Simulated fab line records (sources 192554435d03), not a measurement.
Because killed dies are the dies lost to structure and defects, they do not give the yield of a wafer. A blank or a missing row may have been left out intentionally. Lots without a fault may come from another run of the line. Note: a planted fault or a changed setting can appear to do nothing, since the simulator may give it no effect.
Which tool is to blame? :: flow n5-finfet :: Sampling: 24 lots, 72 wafers, 6 of 1938 route steps

WHAT THE GAUGES READ, wafer by wafer
The record holds no reading of a measuring or inspecting step that can be judged against a usual standard deviation.

TOOL THAT RAN EACH LOT (tool first, then ch and the chambers of the sampled wafers, then the start)
lot: L074
N5_BEOL_M6_HM_OPEN_17: rie-metal-01 ch 0,1, day 10 01:52
N5_BEOL_M6_CURE_75: uv-cure-03 ch 2, day 10 05:10
N5_BEOL_M6_PRE_CLEAN_45: pvd-sputter-02, day 10 05:36
N5_BEOL_M6_SPUTTER_48: pvd-sputter-02, day 10 06:18
N5_BEOL_M6_ANNEAL_51: rtp-anneal-02 ch 0, day 10 07:07
N5_BEOL_M7_HM_DEP_02: pvd-sputter-03, day 10 09:10

lot: L075
N5_BEOL_M6_HM_OPEN_17: rie-metal-02 ch 0,1, day 10 03:09
N5_BEOL_M6_CURE_75: uv-cure-02 ch 1, day 10 05:44
N5_BEOL_M6_PRE_CLEAN_45: pvd-sputter-03, day 10 06:26
N5_BEOL_M6_SPUTTER_48: pvd-sputter-03, day 10 08:41
N5_BEOL_M6_ANNEAL_51: rtp-anneal-01 ch 0, day 10 08:56
N5_BEOL_M7_HM_DEP_02: pvd-sputter-01, day 10 11:53

lot: L076
N5_BEOL_M6_HM_OPEN_17: rie-metal-03 ch 0,1, day 10 06:07
N5_BEOL_M6_CURE_75: uv-cure-02 ch 0, day 10 08:29
N5_BEOL_M6_PRE_CLEAN_45: pvd-sputter-01, day 10 09:10
N5_BEOL_M6_SPUTTER_48: pvd-sputter-01, day 10 09:48
N5_BEOL_M6_ANNEAL_51: rtp-anneal-01 ch 0, day 10 10:02
N5_BEOL_M7_HM_DEP_02: pvd-sputter-03, day 10 12:10

lot: L077
N5_BEOL_M6_HM_OPEN_17: rie-metal-03 ch 0,1, day 10 14:05
N5_BEOL_M6_CURE_75: uv-cure-01 ch 2, day 10 16:16
N5_BEOL_M6_PRE_CLEAN_45: pvd-sputter-03, day 10 18:15
N5_BEOL_M6_SPUTTER_48: pvd-sputter-01, day 10 18:49
N5_BEOL_M6_ANNEAL_51: rtp-anneal-01 ch 0, day 10 20:01
N5_BEOL_M7_HM_DEP_02: pvd-sputter-03, day 10 21:59

lot: L078
N5_BEOL_M6_HM_OPEN_17: rie-metal-01 ch 0,1, day 10 19:30
N5_BEOL_M6_CURE_75: uv-cure-01 ch 0, day 10 22:15
N5_BEOL_M6_PRE_CLEAN_45: pvd-sputter-02, day 10 22:39
N5_BEOL_M6_SPUTTER_48: pvd-sputter-02, day 11 00:45
N5_BEOL_M6_ANNEAL_51: rtp-anneal-02 ch 0, day 11 01:03
N5_BEOL_M7_HM_DEP_02: pvd-sputter-02, day 11 04:22

lot: L080
N5_BEOL_M6_HM_OPEN_17: rie-metal-03 ch 0,1, day 11 13:21
N5_BEOL_M6_CURE_75: uv-cure-02 ch 1, day 11 14:43
N5_BEOL_M6_PRE_CLEAN_45: pvd-sputter-03, day 11 15:29
N5_BEOL_M6_SPUTTER_48: pvd-sputter-03, day 11 17:48
N5_BEOL_M6_ANNEAL_51: rtp-anneal-02 ch 0, day 11 18:06
N5_BEOL_M7_HM_DEP_02: pvd-sputter-03, day 11 20:43

lot: L079
N5_BEOL_M6_HM_OPEN_17: rie-metal-03 ch 0,1, day 11 16:10
N5_BEOL_M6_CURE_75: uv-cure-02 ch 0, day 11 17:52
N5_BEOL_M6_PRE_CLEAN_45: pvd-sputter-03, day 11 18:19
N5_BEOL_M6_SPUTTER_48: pvd-sputter-02, day 11 19:07
N5_BEOL_M6_ANNEAL_51: rtp-anneal-02 ch 0, day 11 19:19
N5_BEOL_M7_HM_DEP_02: pvd-sputter-01, day 11 22:38

lot: L081
N5_BEOL_M6_HM_OPEN_17: rie-metal-01 ch 0,1, day 11 16:41
N5_BEOL_M6_CURE_75: uv-cure-02 ch 0, day 11 18:19
N5_BEOL_M6_PRE_CLEAN_45: pvd-sputter-03, day 11 18:50
N5_BEOL_M6_SPUTTER_48: pvd-sputter-01, day 11 20:31
N5_BEOL_M6_ANNEAL_51: rtp-anneal-01 ch 0, day 11 20:45
N5_BEOL_M7_HM_DEP_02: pvd-sputter-03, day 11 23:41

lot: L082
N5_BEOL_M6_HM_OPEN_17: rie-metal-02 ch 0,1, day 11 21:31
N5_BEOL_M6_CURE_75: uv-cure-03 ch 2, day 12 00:34
N5_BEOL_M6_PRE_CLEAN_45: pvd-sputter-03, day 12 03:10
N5_BEOL_M6_SPUTTER_48: pvd-sputter-01, day 12 04:12
N5_BEOL_M6_ANNEAL_51: rtp-anneal-01 ch 0, day 12 04:28
N5_BEOL_M7_HM_DEP_02: pvd-sputter-01, day 12 07:13

lot: L083
N5_BEOL_M6_HM_OPEN_17: rie-metal-01 ch 0,1, day 12 00:06
N5_BEOL_M6_CURE_75: uv-cure-02 ch 1, day 12 03:35
N5_BEOL_M6_PRE_CLEAN_45: pvd-sputter-01, day 12 04:04
N5_BEOL_M6_SPUTTER_48: pvd-sputter-01, day 12 04:40
N5_BEOL_M6_ANNEAL_51: rtp-anneal-02 ch 0, day 12 05:04
N5_BEOL_M7_HM_DEP_02: pvd-sputter-03, day 12 07:35

lot: L084
N5_BEOL_M6_HM_OPEN_17: rie-metal-01 ch 0,1, day 12 04:37
N5_BEOL_M6_CURE_75: uv-cure-02 ch 1, day 12 06:20
N5_BEOL_M6_PRE_CLEAN_45: pvd-sputter-03, day 12 07:16
N5_BEOL_M6_SPUTTER_48: pvd-sputter-01, day 12 07:53
N5_BEOL_M6_ANNEAL_51: rtp-anneal-01 ch 0, day 12 08:05
N5_BEOL_M7_HM_DEP_02: pvd-sputter-02, day 12 12:44

lot: L087
N5_BEOL_M6_HM_OPEN_17: rie-metal-02 ch 0,1, day 12 17:20
N5_BEOL_M6_CURE_75: uv-cure-02 ch 1, day 12 19:49
N5_BEOL_M6_PRE_CLEAN_45: pvd-sputter-03, day 12 20:23
N5_BEOL_M6_SPUTTER_48: pvd-sputter-03, day 12 22:40
N5_BEOL_M6_ANNEAL_51: rtp-anneal-02 ch 0, day 12 22:56
N5_BEOL_M7_HM_DEP_02: pvd-sputter-02, day 13 02:49

lot: L085
N5_BEOL_M6_HM_OPEN_17: rie-metal-01 ch 0,1, day 13 04:08
N5_BEOL_M6_CURE_75: uv-cure-03 ch 0, day 13 06:38
N5_BEOL_M6_PRE_CLEAN_45: pvd-sputter-03, day 13 07:16
N5_BEOL_M6_SPUTTER_48: pvd-sputter-03, day 13 08:17
N5_BEOL_M6_ANNEAL_51: rtp-anneal-02 ch 0, day 13 08:34
N5_BEOL_M7_HM_DEP_02: pvd-sputter-01, day 13 11:39

lot: L086
N5_BEOL_M6_HM_OPEN_17: rie-metal-03 ch 0,1, day 13 07:55
N5_BEOL_M6_CURE_75: uv-cure-01 ch 0, day 13 09:43
N5_BEOL_M6_PRE_CLEAN_45: pvd-sputter-02, day 13 10:17
N5_BEOL_M6_SPUTTER_48: pvd-sputter-01, day 13 11:34
N5_BEOL_M6_ANNEAL_51: rtp-anneal-02 ch 0, day 13 12:58
N5_BEOL_M7_HM_DEP_02: pvd-sputter-02, day 13 15:52

lot: L089
N5_BEOL_M6_HM_OPEN_17: rie-metal-03 ch 0,1, day 13 13:05
N5_BEOL_M6_CURE_75: uv-cure-02 ch 2, day 13 16:39
N5_BEOL_M6_PRE_CLEAN_45: pvd-sputter-02, day 13 17:16
N5_BEOL_M6_SPUTTER_48: pvd-sputter-02, day 13 17:50
N5_BEOL_M6_ANNEAL_51: rtp-anneal-01 ch 0, day 13 18:28
N5_BEOL_M7_HM_DEP_02: pvd-sputter-01, day 13 20:54

lot: L088
N5_BEOL_M6_HM_OPEN_17: rie-metal-03 ch 0,1, day 13 16:50
N5_BEOL_M6_CURE_75: uv-cure-01 ch 2, day 13 23:02
N5_BEOL_M6_PRE_CLEAN_45: pvd-sputter-02, day 13 23:37
N5_BEOL_M6_SPUTTER_48: pvd-sputter-02, day 14 00:10
N5_BEOL_M6_ANNEAL_51: rtp-anneal-01 ch 0, day 14 00:28
N5_BEOL_M7_HM_DEP_02: pvd-sputter-01, day 14 02:55

lot: L091
N5_BEOL_M6_HM_OPEN_17: rie-metal-01 ch 0,1, day 13 18:22
N5_BEOL_M6_CURE_75: uv-cure-03 ch 0, day 13 22:24
N5_BEOL_M6_PRE_CLEAN_45: pvd-sputter-02, day 13 22:46
N5_BEOL_M6_SPUTTER_48: pvd-sputter-01, day 13 23:19
N5_BEOL_M6_ANNEAL_51: rtp-anneal-02 ch 0, day 13 23:37
N5_BEOL_M7_HM_DEP_02: pvd-sputter-03, day 14 01:45

lot: L092
N5_BEOL_M6_HM_OPEN_17: rie-metal-03 ch 0,1, day 13 22:00
N5_BEOL_M6_CURE_75: uv-cure-03 ch 2, day 13 23:41
N5_BEOL_M6_PRE_CLEAN_45: pvd-sputter-01, day 13 23:59
N5_BEOL_M6_SPUTTER_48: pvd-sputter-03, day 14 00:57
N5_BEOL_M6_ANNEAL_51: rtp-anneal-01 ch 0, day 14 01:23
N5_BEOL_M7_HM_DEP_02: pvd-sputter-01, day 14 03:41

lot: L090
N5_BEOL_M6_HM_OPEN_17: rie-metal-03 ch 0,1, day 14 08:34
N5_BEOL_M6_CURE_75: uv-cure-03 ch 1, day 14 12:16
N5_BEOL_M6_PRE_CLEAN_45: pvd-sputter-02, day 14 12:52
N5_BEOL_M6_SPUTTER_48: pvd-sputter-03, day 14 13:53
N5_BEOL_M6_ANNEAL_51: rtp-anneal-01 ch 0, day 14 15:14
N5_BEOL_M7_HM_DEP_02: pvd-sputter-01, day 14 18:13

lot: L093
N5_BEOL_M6_HM_OPEN_17: rie-metal-01 ch 0,1, day 14 22:32
N5_BEOL_M6_CURE_75: uv-cure-03 ch 2, day 14 23:56
N5_BEOL_M6_PRE_CLEAN_45: pvd-sputter-03, day 15 00:25
N5_BEOL_M6_SPUTTER_48: pvd-sputter-02, day 15 02:16
N5_BEOL_M6_ANNEAL_51: rtp-anneal-01 ch 0, day 15 02:58
N5_BEOL_M7_HM_DEP_02: pvd-sputter-01, day 15 06:01

lot: L095
N5_BEOL_M6_HM_OPEN_17: rie-metal-02 ch 0,1, day 14 22:47
N5_BEOL_M6_CURE_75: uv-cure-03 ch 1, day 15 00:43
N5_BEOL_M6_PRE_CLEAN_45: pvd-sputter-03, day 15 02:26
N5_BEOL_M6_SPUTTER_48: pvd-sputter-03, day 15 03:07
N5_BEOL_M6_ANNEAL_51: rtp-anneal-01 ch 0, day 15 03:20
N5_BEOL_M7_HM_DEP_02: pvd-sputter-03, day 15 06:10

lot: L094
N5_BEOL_M6_HM_OPEN_17: rie-metal-02 ch 0,1, day 15 07:28
N5_BEOL_M6_CURE_75: uv-cure-01 ch 2, day 15 09:47
N5_BEOL_M6_PRE_CLEAN_45: pvd-sputter-01, day 15 11:03
N5_BEOL_M6_SPUTTER_48: pvd-sputter-03, day 15 12:56
N5_BEOL_M6_ANNEAL_51: rtp-anneal-01 ch 0, day 15 13:08
N5_BEOL_M7_HM_DEP_02: pvd-sputter-01, day 15 16:58

lot: L096
N5_BEOL_M6_HM_OPEN_17: rie-metal-03 ch 0,1, day 16 00:17
N5_BEOL_M6_CURE_75: uv-cure-03 ch 0, day 16 05:40
N5_BEOL_M6_PRE_CLEAN_45: pvd-sputter-01, day 16 06:16
N5_BEOL_M6_SPUTTER_48: pvd-sputter-02, day 16 07:02
N5_BEOL_M6_ANNEAL_51: rtp-anneal-01 ch 0, day 16 08:20
N5_BEOL_M7_HM_DEP_02: pvd-sputter-01, day 16 13:20

lot: L097
N5_BEOL_M6_HM_OPEN_17: rie-metal-03 ch 0,1, day 16 01:42
N5_BEOL_M6_CURE_75: uv-cure-03 ch 0, day 16 05:58
N5_BEOL_M6_PRE_CLEAN_45: pvd-sputter-01, day 16 06:21
N5_BEOL_M6_SPUTTER_48: pvd-sputter-02, day 16 07:07
N5_BEOL_M6_ANNEAL_51: rtp-anneal-02 ch 0, day 16 08:29
N5_BEOL_M7_HM_DEP_02: pvd-sputter-02, day 16 13:20
- N5_BEOL_M6_HM_OPEN_17: chemistry Cl2/BCl3, target TiN, target depth 20 nm, overetch 6 nm.
- N5_BEOL_M6_CURE_75: cures SiCOH lowk, time 120 s.
- N5_BEOL_M6_PRE_CLEAN_45: time 30 s.
- N5_BEOL_M6_SPUTTER_48: material Cu, target thk 10 nm, time 1.667 s.
- N5_BEOL_M6_ANNEAL_51: time 90 s.
- N5_BEOL_M7_HM_DEP_02: deposits TiN, target thk 20 nm.

AS READ BY THE TOOLS THEMSELVES (means over the sampled wafers that have a number; for cases with no such wafer, the mark the record gives instead)
N5_BEOL_M6_HM_OPEN_17. Usual: drypump-motor-current-A 5.8 A, standard deviation 0.36; oes-product-au 0.64 a.u., standard deviation 0.1; throttle-valve-pct 22.22 %, standard deviation 0.12.
lot: L074
tool: rie-metal-01
drypump-motor-current-A (A): 5.6
oes-product-au (a.u.): 0.76
throttle-valve-pct (%): 22.18
flag: 

lot: L075
tool: rie-metal-02
drypump-motor-current-A (A): 5.5
oes-product-au (a.u.): 0.55
throttle-valve-pct (%): 22.44
flag: 

lot: L076
tool: rie-metal-03
drypump-motor-current-A (A): 6.2
oes-product-au (a.u.): 0.62
throttle-valve-pct (%): 22.16
flag: 

lot: L077
tool: rie-metal-03
drypump-motor-current-A (A): 6.1
oes-product-au (a.u.): 0.62
throttle-valve-pct (%): 22.16
flag: 

lot: L078
tool: rie-metal-01
drypump-motor-current-A (A): 5.7
oes-product-au (a.u.): 0.65
throttle-valve-pct (%): 22.16
flag: 

lot: L080
tool: rie-metal-03
drypump-motor-current-A (A): 6.3
oes-product-au (a.u.): 0.60
throttle-valve-pct (%): 22.20
flag: 

lot: L079
tool: rie-metal-03
drypump-motor-current-A (A): 6.1
oes-product-au (a.u.): 0.63
throttle-valve-pct (%): 22.15
flag: 

lot: L081
tool: rie-metal-01
drypump-motor-current-A (A): 5.7
oes-product-au (a.u.): 0.65
throttle-valve-pct (%): 22.16
flag: 

lot: L082
tool: rie-metal-02
drypump-motor-current-A (A): 5.5
oes-product-au (a.u.): 0.55
throttle-valve-pct (%): 22.45
flag: 

lot: L083
tool: rie-metal-01
drypump-motor-current-A (A): 5.7
oes-product-au (a.u.): 0.64
throttle-valve-pct (%): 22.18
flag: 

lot: L084
tool: rie-metal-01
drypump-motor-current-A (A): 5.6
oes-product-au (a.u.): 0.73
throttle-valve-pct (%): 22.19
flag: 

lot: L087
tool: rie-metal-02
drypump-motor-current-A (A): 5.5
oes-product-au (a.u.): 0.53
throttle-valve-pct (%): 22.46
flag: 

lot: L085
tool: rie-metal-01
drypump-motor-current-A (A): 5.7
oes-product-au (a.u.): 0.63
throttle-valve-pct (%): 22.18
flag: 

lot: L086
tool: rie-metal-03
drypump-motor-current-A (A): 6.1
oes-product-au (a.u.): 0.62
throttle-valve-pct (%): 22.16
flag: 

lot: L089
tool: rie-metal-03
drypump-motor-current-A (A): 6.3
oes-product-au (a.u.): 0.60
throttle-valve-pct (%): 22.19
flag: 

lot: L088
tool: rie-metal-03
drypump-motor-current-A (A): 6.3
oes-product-au (a.u.): 0.59
throttle-valve-pct (%): 22.22
flag: 

lot: L091
tool: rie-metal-01
drypump-motor-current-A (A): 5.7
oes-product-au (a.u.): 0.63
throttle-valve-pct (%): 22.18
flag: 

lot: L092
tool: rie-metal-03
drypump-motor-current-A (A): 6.3
oes-product-au (a.u.): 0.60
throttle-valve-pct (%): 22.21
flag: 

lot: L090
tool: rie-metal-03
drypump-motor-current-A (A): 6.3
oes-product-au (a.u.): 0.60
throttle-valve-pct (%): 22.21
flag: 

lot: L093
tool: rie-metal-01
drypump-motor-current-A (A): 5.6
oes-product-au (a.u.): 0.79
throttle-valve-pct (%): 22.15
flag: 

lot: L095
tool: rie-metal-02
drypump-motor-current-A (A): 5.4
oes-product-au (a.u.): 0.66
throttle-valve-pct (%): 22.40
flag: 

lot: L094
tool: rie-metal-02
drypump-motor-current-A (A): 5.4
oes-product-au (a.u.): 0.65
throttle-valve-pct (%): 22.38
flag: 

lot: L096
tool: rie-metal-03
drypump-motor-current-A (A): 6.1
oes-product-au (a.u.): 0.60
throttle-valve-pct (%): 22.17
flag: 

lot: L097
tool: rie-metal-03
drypump-motor-current-A (A): 6.3
oes-product-au (a.u.): 0.58
throttle-valve-pct (%): 22.23
flag: 

N5_BEOL_M6_CURE_75. Usual: lamp-power-pct 52.31 %, standard deviation 0.055; wafer_temp_C_max 371.4, standard deviation 0.62.
lot: L074
tool: uv-cure-03
lamp-power-pct (%): 52.36
wafer_temp_C_max: 371.1
flag: 

lot: L075
tool: uv-cure-02
lamp-power-pct (%): 52.28
wafer_temp_C_max: 371.3
flag: 

lot: L076
tool: uv-cure-02
lamp-power-pct (%): 52.29
wafer_temp_C_max: 372.1
flag: 

lot: L077
tool: uv-cure-01
lamp-power-pct (%): 52.32
wafer_temp_C_max: 371.3
flag: 

lot: L078
tool: uv-cure-01
lamp-power-pct (%): 52.31
wafer_temp_C_max: 372.7
flag: 

lot: L080
tool: uv-cure-02
lamp-power-pct (%): 52.28
wafer_temp_C_max: 371.1
flag: 

lot: L079
tool: uv-cure-02
lamp-power-pct (%): 52.34
wafer_temp_C_max: 371.8
flag: 

lot: L081
tool: uv-cure-02
lamp-power-pct (%): 52.30
wafer_temp_C_max: 371.5
flag: 

lot: L082
tool: uv-cure-03
lamp-power-pct (%): 52.27
wafer_temp_C_max: 370.9
flag: 

lot: L083
tool: uv-cure-02
lamp-power-pct (%): 52.28
wafer_temp_C_max: 371.1
flag: 

lot: L084
tool: uv-cure-02
lamp-power-pct (%): 52.29
wafer_temp_C_max: 371.3
flag: 

lot: L087
tool: uv-cure-02
lamp-power-pct (%): 52.30
wafer_temp_C_max: 371.6
flag: 

lot: L085
tool: uv-cure-03
lamp-power-pct (%): 52.35
wafer_temp_C_max: 371.6
flag: 

lot: L086
tool: uv-cure-01
lamp-power-pct (%): 52.27
wafer_temp_C_max: 373.2
flag: 

lot: L089
tool: uv-cure-02
lamp-power-pct (%): 52.34
wafer_temp_C_max: 371.6
flag: 

lot: L088
tool: uv-cure-01
lamp-power-pct (%): 52.31
wafer_temp_C_max: 370.6
flag: 

lot: L091
tool: uv-cure-03
lamp-power-pct (%): 52.35
wafer_temp_C_max: 371.6
flag: 

lot: L092
tool: uv-cure-03
lamp-power-pct (%): 52.35
wafer_temp_C_max: 371.0
flag: 

lot: L090
tool: uv-cure-03
lamp-power-pct (%): 52.29
wafer_temp_C_max: 371.2
flag: 

lot: L093
tool: uv-cure-03
lamp-power-pct (%): 52.27
wafer_temp_C_max: 371.2
flag: 

lot: L095
tool: uv-cure-03
lamp-power-pct (%): 52.32
wafer_temp_C_max: 371.4
flag: 

lot: L094
tool: uv-cure-01
lamp-power-pct (%): 52.28
wafer_temp_C_max: 371.0
flag: 

lot: L096
tool: uv-cure-03
lamp-power-pct (%): 52.30
wafer_temp_C_max: 371.5
flag: 

lot: L097
tool: uv-cure-03
lamp-power-pct (%): 52.35
wafer_temp_C_max: 371.8
flag: 

N5_BEOL_M6_PRE_CLEAN_45. Usual: heater-power-w 338 W, standard deviation 35.
lot: L074
tool: pvd-sputter-02
heater-power-w (W): 381
flag: 

lot: L075
tool: pvd-sputter-03
heater-power-w (W): 322
flag: 

lot: L076
tool: pvd-sputter-01
heater-power-w (W): 368
flag: 

lot: L077
tool: pvd-sputter-03
heater-power-w (W): 331
flag: 

lot: L078
tool: pvd-sputter-02
heater-power-w (W): 306
flag: 

lot: L080
tool: pvd-sputter-03
heater-power-w (W): 330
flag: 

lot: L079
tool: pvd-sputter-03
heater-power-w (W): 320
flag: 

lot: L081
tool: pvd-sputter-03
heater-power-w (W): 315
flag: 

lot: L082
tool: pvd-sputter-03
heater-power-w (W): 327
flag: 

lot: L083
tool: pvd-sputter-01
heater-power-w (W): 352
flag: 

lot: L084
tool: pvd-sputter-03
heater-power-w (W): 330
flag: 

lot: L087
tool: pvd-sputter-03
heater-power-w (W): 333
flag: 

lot: L085
tool: pvd-sputter-03
heater-power-w (W): 316
flag: 

lot: L086
tool: pvd-sputter-02
heater-power-w (W): 330
flag: 

lot: L089
tool: pvd-sputter-02
heater-power-w (W): 327
flag: 

lot: L088
tool: pvd-sputter-02
heater-power-w (W): 313
flag: 

lot: L091
tool: pvd-sputter-02
heater-power-w (W): 311
flag: 

lot: L092
tool: pvd-sputter-01
heater-power-w (W): 361
flag: 

lot: L090
tool: pvd-sputter-02
heater-power-w (W): 346
flag: 

lot: L093
tool: pvd-sputter-03
heater-power-w (W): 343
flag: 

lot: L095
tool: pvd-sputter-03
heater-power-w (W): 342
flag: 

lot: L094
tool: pvd-sputter-01
heater-power-w (W): 372
flag: 

lot: L096
tool: pvd-sputter-01
heater-power-w (W): 362
flag: 

lot: L097
tool: pvd-sputter-01
heater-power-w (W): 349
flag: 

N5_BEOL_M6_SPUTTER_48. Usual: substrate-temp-c -20.00 C, standard deviation 0.096; throttle-valve-pct 30.0 %, standard deviation 0.93.
lot: L074
tool: pvd-sputter-02
substrate-temp-c (C): -20.13
throttle-valve-pct (%): 30.8
flag: 

lot: L075
tool: pvd-sputter-03
substrate-temp-c (C): -19.94
throttle-valve-pct (%): 30.0
flag: 

lot: L076
tool: pvd-sputter-01
substrate-temp-c (C): -20.01
throttle-valve-pct (%): 30.5
flag: 

lot: L077
tool: pvd-sputter-01
substrate-temp-c (C): -19.96
throttle-valve-pct (%): 28.9
flag: 

lot: L078
tool: pvd-sputter-02
substrate-temp-c (C): -20.00
throttle-valve-pct (%): 29.9
flag: 

lot: L080
tool: pvd-sputter-03
substrate-temp-c (C): -20.06
throttle-valve-pct (%): 30.2
flag: 

lot: L079
tool: pvd-sputter-02
substrate-temp-c (C): -19.97
throttle-valve-pct (%): 30.3
flag: 

lot: L081
tool: pvd-sputter-01
substrate-temp-c (C): -20.13
throttle-valve-pct (%): 29.7
flag: 

lot: L082
tool: pvd-sputter-01
substrate-temp-c (C): -20.04
throttle-valve-pct (%): 29.5
flag: 

lot: L083
tool: pvd-sputter-01
substrate-temp-c (C): -19.98
throttle-valve-pct (%): 30.4
flag: 

lot: L084
tool: pvd-sputter-01
substrate-temp-c (C): -19.99
throttle-valve-pct (%): 29.4
flag: 

lot: L087
tool: pvd-sputter-03
substrate-temp-c (C): -19.96
throttle-valve-pct (%): 30.3
flag: 

lot: L085
tool: pvd-sputter-03
substrate-temp-c (C): -20.01
throttle-valve-pct (%): 29.5
flag: 

lot: L086
tool: pvd-sputter-01
substrate-temp-c (C): -20.07
throttle-valve-pct (%): 29.2
flag: 

lot: L089
tool: pvd-sputter-02
substrate-temp-c (C): -19.98
throttle-valve-pct (%): 29.8
flag: 

lot: L088
tool: pvd-sputter-02
substrate-temp-c (C): -20.04
throttle-valve-pct (%): 30.7
flag: 

lot: L091
tool: pvd-sputter-01
substrate-temp-c (C): -19.89
throttle-valve-pct (%): 29.3
flag: 

lot: L092
tool: pvd-sputter-03
substrate-temp-c (C): -19.98
throttle-valve-pct (%): 30.3
flag: 

lot: L090
tool: pvd-sputter-03
substrate-temp-c (C): -20.07
throttle-valve-pct (%): 29.7
flag: 

lot: L093
tool: pvd-sputter-02
substrate-temp-c (C): -19.94
throttle-valve-pct (%): 30.2
flag: 

lot: L095
tool: pvd-sputter-03
substrate-temp-c (C): -19.91
throttle-valve-pct (%): 29.0
flag: 

lot: L094
tool: pvd-sputter-03
substrate-temp-c (C): -19.91
throttle-valve-pct (%): 29.6
flag: 

lot: L096
tool: pvd-sputter-02
substrate-temp-c (C): -19.99
throttle-valve-pct (%): 30.5
flag: 

lot: L097
tool: pvd-sputter-02
substrate-temp-c (C): -19.98
throttle-valve-pct (%): 30.1
flag: 

N5_BEOL_M6_ANNEAL_51. Usual: anneal-temp-c 224.99 C, standard deviation 0.16; wafer_temp_C_max 226.25, standard deviation 0.24.
lot: L074
tool: rtp-anneal-02
anneal-temp-c (C): 225.02
wafer_temp_C_max: 226.13
flag: 

lot: L075
tool: rtp-anneal-01
anneal-temp-c (C): 224.88
wafer_temp_C_max: 226.12
flag: 

lot: L076
tool: rtp-anneal-01
anneal-temp-c (C): 224.87
wafer_temp_C_max: 226.12
flag: 

lot: L077
tool: rtp-anneal-01
anneal-temp-c (C): 224.83
wafer_temp_C_max: 226.09
flag: 

lot: L078
tool: rtp-anneal-02
anneal-temp-c (C): 224.88
wafer_temp_C_max: 226.30
flag: 

lot: L080
tool: rtp-anneal-02
anneal-temp-c (C): 225.04
wafer_temp_C_max: 226.25
flag: 

lot: L079
tool: rtp-anneal-02
anneal-temp-c (C): 225.12
wafer_temp_C_max: 226.35
flag: 

lot: L081
tool: rtp-anneal-01
anneal-temp-c (C): 225.08
wafer_temp_C_max: 226.08
flag: 

lot: L082
tool: rtp-anneal-01
anneal-temp-c (C): 224.91
wafer_temp_C_max: 226.27
flag: 

lot: L083
tool: rtp-anneal-02
anneal-temp-c (C): 225.00
wafer_temp_C_max: 226.17
flag: 

lot: L084
tool: rtp-anneal-01
anneal-temp-c (C): 224.98
wafer_temp_C_max: 226.29
flag: 

lot: L087
tool: rtp-anneal-02
anneal-temp-c (C): 224.92
wafer_temp_C_max: 225.93
flag: 

lot: L085
tool: rtp-anneal-02
anneal-temp-c (C): 225.07
wafer_temp_C_max: 226.26
flag: 

lot: L086
tool: rtp-anneal-02
anneal-temp-c (C): 224.97
wafer_temp_C_max: 226.09
flag: 

lot: L089
tool: rtp-anneal-01
anneal-temp-c (C): 225.12
wafer_temp_C_max: 226.32
flag: 

lot: L088
tool: rtp-anneal-01
anneal-temp-c (C): 225.11
wafer_temp_C_max: 226.13
flag: 

lot: L091
tool: rtp-anneal-02
anneal-temp-c (C): 224.83
wafer_temp_C_max: 226.05
flag: 

lot: L092
tool: rtp-anneal-01
anneal-temp-c (C): 225.05
wafer_temp_C_max: 226.07
flag: 

lot: L090
tool: rtp-anneal-01
anneal-temp-c (C): 224.94
wafer_temp_C_max: 226.23
flag: 

lot: L093
tool: rtp-anneal-01
anneal-temp-c (C): 225.03
wafer_temp_C_max: 226.25
flag: 

lot: L095
tool: rtp-anneal-01
anneal-temp-c (C): 224.80
wafer_temp_C_max: 226.50
flag: 

lot: L094
tool: rtp-anneal-01
anneal-temp-c (C): 225.05
wafer_temp_C_max: 226.16
flag: 

lot: L096
tool: rtp-anneal-01
anneal-temp-c (C): 224.86
wafer_temp_C_max: 226.58
flag: 

lot: L097
tool: rtp-anneal-02
anneal-temp-c (C): 224.88
wafer_temp_C_max: 226.34
flag: 

N5_BEOL_M7_HM_DEP_02. Usual: substrate-temp-c 25.00 C, standard deviation 0.11; throttle-valve-pct 30.0 %, standard deviation 1.
lot: L074
tool: pvd-sputter-03
substrate-temp-c (C): 24.98
throttle-valve-pct (%): 28.9
flag: 

lot: L075
tool: pvd-sputter-01
substrate-temp-c (C): 25.00
throttle-valve-pct (%): 30.3
flag: 

lot: L076
tool: pvd-sputter-03
substrate-temp-c (C): 24.94
throttle-valve-pct (%): 29.3
flag: 

lot: L077
tool: pvd-sputter-03
substrate-temp-c (C): 24.97
throttle-valve-pct (%): 29.6
flag: 

lot: L078
tool: pvd-sputter-02
substrate-temp-c (C): 25.06
throttle-valve-pct (%): 30.2
flag: 

lot: L080
tool: pvd-sputter-03
substrate-temp-c (C): 24.99
throttle-valve-pct (%): 29.8
flag: 

lot: L079
tool: pvd-sputter-01
substrate-temp-c (C): 25.02
throttle-valve-pct (%): 30.0
flag: 

lot: L081
tool: pvd-sputter-03
substrate-temp-c (C): 25.01
throttle-valve-pct (%): 29.8
flag: 

lot: L082
tool: pvd-sputter-01
substrate-temp-c (C): 25.00
throttle-valve-pct (%): 29.2
flag: 

lot: L083
tool: pvd-sputter-03
substrate-temp-c (C): 25.05
throttle-valve-pct (%): 29.5
flag: 

lot: L084
tool: pvd-sputter-02
substrate-temp-c (C): 25.03
throttle-valve-pct (%): 30.2
flag: 

lot: L087
tool: pvd-sputter-02
substrate-temp-c (C): 24.96
throttle-valve-pct (%): 30.0
flag: 

lot: L085
tool: pvd-sputter-01
substrate-temp-c (C): 25.01
throttle-valve-pct (%): 30.2
flag: 

lot: L086
tool: pvd-sputter-02
substrate-temp-c (C): 24.98
throttle-valve-pct (%): 30.2
flag: 

lot: L089
tool: pvd-sputter-01
substrate-temp-c (C): 24.88
throttle-valve-pct (%): 31.3
flag: 

lot: L088
tool: pvd-sputter-01
substrate-temp-c (C): 24.93
throttle-valve-pct (%): 30.3
flag: 

lot: L091
tool: pvd-sputter-03
substrate-temp-c (C): 25.03
throttle-valve-pct (%): 29.4
flag: 

lot: L092
tool: pvd-sputter-01
substrate-temp-c (C): 24.91
throttle-valve-pct (%): 29.4
flag: 

lot: L090
tool: pvd-sputter-01
substrate-temp-c (C): 24.97
throttle-valve-pct (%): 30.7
flag: 

lot: L093
tool: pvd-sputter-01
substrate-temp-c (C): 25.04
throttle-valve-pct (%): 30.3
flag: 

lot: L095
tool: pvd-sputter-03
substrate-temp-c (C): 25.12
throttle-valve-pct (%): 29.2
flag: 

lot: L094
tool: pvd-sputter-01
substrate-temp-c (C): 24.88
throttle-valve-pct (%): 29.6
flag: 

lot: L096
tool: pvd-sputter-01
substrate-temp-c (C): 25.06
throttle-valve-pct (%): 30.4
flag: 

lot: L097
tool: pvd-sputter-02
substrate-temp-c (C): 25.04
throttle-valve-pct (%): 30.0
flag: 

THE ANSWER, worked out from the rows above alone
Rule: take the mean of a lot's wafers that have a number; if it is more than 3 standard deviations from the usual mean, the lot is off. A lot without any number at a reading at which 4 lots or more have one is off too. The other lots that the step has rows for count as sound. The gauges are gone through in route order, then the tools' own readings, and for those a lot's mean is taken as printed above. The first step at which some lot is off is used, and at that step the reading that is off furthest; a lot without a number counts as furthest.
Across all readings shown, no lot is off: no conclusion can be drawn from this.

WHAT THE SIMULATOR HAD PUT IN
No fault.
